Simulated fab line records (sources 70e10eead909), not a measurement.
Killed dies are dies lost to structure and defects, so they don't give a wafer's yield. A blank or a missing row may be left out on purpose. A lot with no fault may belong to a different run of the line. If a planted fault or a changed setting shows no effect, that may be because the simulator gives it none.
A struck lot beside a sound one :: flow nand_harc :: 14 steps out of a route of 1302
Sound: the wafers L908.3, L908.4, L908.6. Struck: wafers L916.3, L916.5, L916.6. At the end, the cause is stated.
At each step with rows: each side's tool, then ch and its chambers, then its first start. Under that, the readings that differ: sound wafers :: struck wafers :: difference of the means :: sigmas: that difference in standard deviations of wafers without a fault.
alike: same words and numbers on both sides, and readings whose means sit less than 2 such deviations apart. not compared: any withheld reading, any reading some wafer has no value for, any bound like >300 that may hide the same value, and any number with overlapping values for which the record gives no deviation.
The two part at a step that has a row with sigmas, a row that says differs or no value, or rows on one side only. Numbers that don't overlap but have no deviation are shown without sigmas and don't part them. Lack of a reading on every wafer of one side parts them only where that side has two or more wafers.

NHARC_A_WL_FILL_STRIP_27: strips in N2/H2, time 20 s.
  sound on plasma_asher-02 ch 0,1, day 23 03:01; struck on plasma_asher-01 ch 0,1, day 26 09:55
reading: drypump_motor_current_A (A)
sound: 4.8 5.2 4.8
struck: 6.2 5.7 6.1
difference: +1.1
sigmas: +2
  alike: heater_power_w, rf_refl_power_W, temp_c
  not compared: rf_hours_counter_h
then, 4 steps without rows for these wafers: NHARC_A_WL_FILL_STRIP_28 (strips in post etch residue remover, time 1200 s); NHARC_A_WL_FILL_PRECLEAN_06 (cleans in DIW, time 300 s); NHARC_A_WL_FILL_SRD_07; NHARC_A_WL_FILL_ANNEAL_08 (time 1800 s).
NHARC_A_WL_FILL_ALD_10: deposits SiO2, target thk 50 nm, pulse time 10 s, ald cycles 500.
  sound on ald_hk-01 ch 0,3, day 23 08:14; struck on ald_hk-01 ch 1,2,3, day 26 17:11
  alike: heater_power_w, precursor_pulse_height_rel
then, 1 step without rows for these wafers: NHARC_A_WL_FILL_ETCHBACK_16 (etches the open film in C4F8/O2/Ar, target depth 120 nm, time 24 s).
NHARC_A_WL_FILL_STRIP_29: strips in O2, time 20 s.
  sound on rie_diel-12 ch 0,1,2, day 23 12:58; struck on rie_diel-11 ch 1,2,3, day 26 20:54
  alike: drypump_motor_current_A, oes_product_au, rf_vpp_V, showerhead_plenum_p_Torr, throttle_valve_pct
  not compared: rf_hours_counter_h
NHARC_A_WL_FILL_ETCHBACK_17: etches the open film in Cl2/BCl3, target depth 4 nm, time 26.7 s.
  sound on rie_metal-03 ch 0,1, day 23 13:05; struck on rie_metal-02 ch 0,1, day 26 21:02
  alike: drypump_motor_current_A, oes_product_au
  not compared: rf_hours_counter_h
then, 2 steps without rows for these wafers: NHARC_A_WL_FILL_PRECLEAN_18 (cleans in dHF, time 30 s); NHARC_A_WL_FILL_SRD_21.
NHARC_A_WL_FILL_CVD_23: deposits poly-Si, target thk 40 nm, time 800 s.
  sound on lpcvd_poly-03 ch 0, day 23 15:43; struck on lpcvd_poly-02 ch 0, day 28 05:32
reading: zone_power_centre_pct (%)
sound: 7.5 7.5 7.7
struck: 8.9 8.9 8.8
difference: +1.3
sigmas: +2
NHARC_A_WL_FILL_ETCHBACK_26: etches the open film in HBr, target depth 52 nm, time 13.3 s.
  sound on rie_si-03 ch 0,2,3, day 23 18:16; struck on rie_si-04 ch 0,2,3, day 28 08:08
  alike: bias_w, drypump_motor_current_A, hbr_flow_sccm, oes_product_au, throttle_valve_pct
  not compared: rf_hours_counter_h
-- the record jumps here: 3 days lie between the struck wafers' starts before and after (it left off in module A_WL_FILL and takes up again in module END, whose first step shown is number 1302 of the route) --
NHARC_END_SORT_01:
  sound on prober-02 ch 0, day 27 06:07; struck on prober-01 ch 0, day 31 18:02
  alike: killed_at_array, killed_at_other, killed_at_periphery, killed_dies, killed_open, killed_short

== WHERE THEY PART ==
Last at NHARC_A_WL_FILL_CVD_23 as far as this record goes, first at NHARC_A_WL_FILL_STRIP_27. Later steps at which nothing parts them and some readings are alike: NHARC_A_WL_FILL_ETCHBACK_26, NHARC_END_SORT_01.

WHY: the cause the simulator had injected
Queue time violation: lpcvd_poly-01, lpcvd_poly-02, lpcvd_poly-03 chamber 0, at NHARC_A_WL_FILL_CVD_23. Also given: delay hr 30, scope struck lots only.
